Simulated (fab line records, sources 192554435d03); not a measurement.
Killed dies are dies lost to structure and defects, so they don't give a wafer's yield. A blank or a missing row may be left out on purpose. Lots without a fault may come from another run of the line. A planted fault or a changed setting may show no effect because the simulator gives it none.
A struck lot beside a sound one | flow n5_finfet | 16 steps out of a route of 1938
Sound: wafers L726.3, L726.4, L726.5. Struck: wafers L717.1, L717.2, L717.5. The cause comes at the end.
At each step with rows: each side's tool, then ch and its chambers, then its first start. Under that, the readings that differ: sound wafers | struck wafers | difference of the means | sigmas: that difference in standard deviations of wafers without a fault.
alike: readings whose means differ by less than 2 such deviations, and words and numbers that are the same on both sides. not compared: withheld readings, readings that some wafer has no value for, bounds like >300 that may hide the same value, and numbers for which the record gives no deviation and whose values overlap.
The two part at a step that has a row with sigmas, a row that says differs or no value, or rows on one side only. Numbers that don't overlap but have no deviation are shown without sigmas and don't part them. A reading that every wafer of one side lacks parts them only if that side has two wafers or more.

first, 10 steps without rows for these wafers: N5_BEOL_M2_DESCUM_33 (chemistry O2, time 7 s); N5_BEOL_M2_ETCH_77 (etches underlayer in N2/H2, target depth 6.5 nm, time 5.2 s); N5_BEOL_M2_ETCH_69 (etches SiARC in CF4, target depth 15.6 nm, time 26 s); N5_BEOL_M2_ALD_98 (deposits SiO2, target thk 2.5 nm, pulse time 1 s, co reactant pulse time 1 s); N5_BEOL_M2_ETCHBACK_99 (etches SiO2 in CHF3, target depth 5 nm, time 10.4 s); N5_BEOL_M2_ETCH_70 (etches SOC in N2/H2, target depth 80 nm, overetch 24 nm, time 130 s); N5_BEOL_M2_STRIP_71 (strips in N2/H2); N5_BEOL_M2_STRIP_78 (strips in N2/H2); N5_BEOL_M2_VIA_ETCH_34 (etches the open film in C4F6/O2, target depth 69.4 nm, time 65.9 s); N5_BEOL_M2_STRIP_83 (strips in C4F6/O2).
N5_BEOL_M2_STRIP_36: strips in N2/H2.
  sound on rie_diel-01 ch 1,2,3, day 12 04:53; struck on rie_diel-01 ch 1,3, day 10 01:47
  no value came back on the struck wafers for any of 7 readings (bias_power_w (W), chamber_pressure_mTorr (mTorr) and others); on the sound wafers bias_power_w (W) reads 7.002 7.013 6.997
  reading                                  | sound | struck       | difference | sigmas
  model.SOC_of_BEOL_M2_COAT_67.thk_nm (nm) | 0 0 0 | 52 51.8 51.6 | +52        |
  model.SiO2_of_BEOL_M2_ALD_98.thk_nm (nm) | 0 0 0 | 2.6 2.6 2.6  | +2.6       |
  not compared: rf_hours_counter_h
then, 1 step without rows for these wafers: N5_BEOL_M2_TRENCH_ETCH_37 (etches SiOC in C4F6/O2, target depth 55.555 nm, time 29.2 s).
N5_BEOL_M2_ETCH_41: etches SiCN in CH3F/O2, target depth 29.9 nm, time 52.5 s.
  sound on rie_diel-01 ch 1,2,3; struck on rie_diel-01 ch 1,3, day 10 01:51
  reading                                  | sound | struck         | difference | sigmas
  model.SOC_of_BEOL_M2_COAT_67.thk_nm (nm) | 0 0 0 | 35.8 35.8 35.4 | +35.7      |
  alike: chamber_pressure_mTorr, drypump_motor_current_A, oes_product_au, rf_vpp_V, showerhead_plenum_p_Torr, throttle_valve_pct
  not compared: rf_hours_counter_h
then, 1 step without rows for these wafers: N5_BEOL_M2_STRIP_97 (strips in N2/H2, time 10 s).
N5_BEOL_M4_RC_MEAS_101:
  the record has rows for the sound wafers here (prober-02 ch 0, day 13 18:20) and none for the struck ones
-- the record jumps here: 6 days lie between the struck wafers' starts before and after (it left off in module BEOL_M4 and takes up again in module PASSIVATION, whose first step shown is number 1936 of the route) --
N5_PASSIVATION_PROBE_49:
  the record has rows for the struck wafers here (prober-02, day 15 17:46) and none for the sound ones

WHERE THEY PART
First at N5_BEOL_M2_STRIP_36; last, within this record, at N5_PASSIVATION_PROBE_49.

WHY: what the simulator had put in
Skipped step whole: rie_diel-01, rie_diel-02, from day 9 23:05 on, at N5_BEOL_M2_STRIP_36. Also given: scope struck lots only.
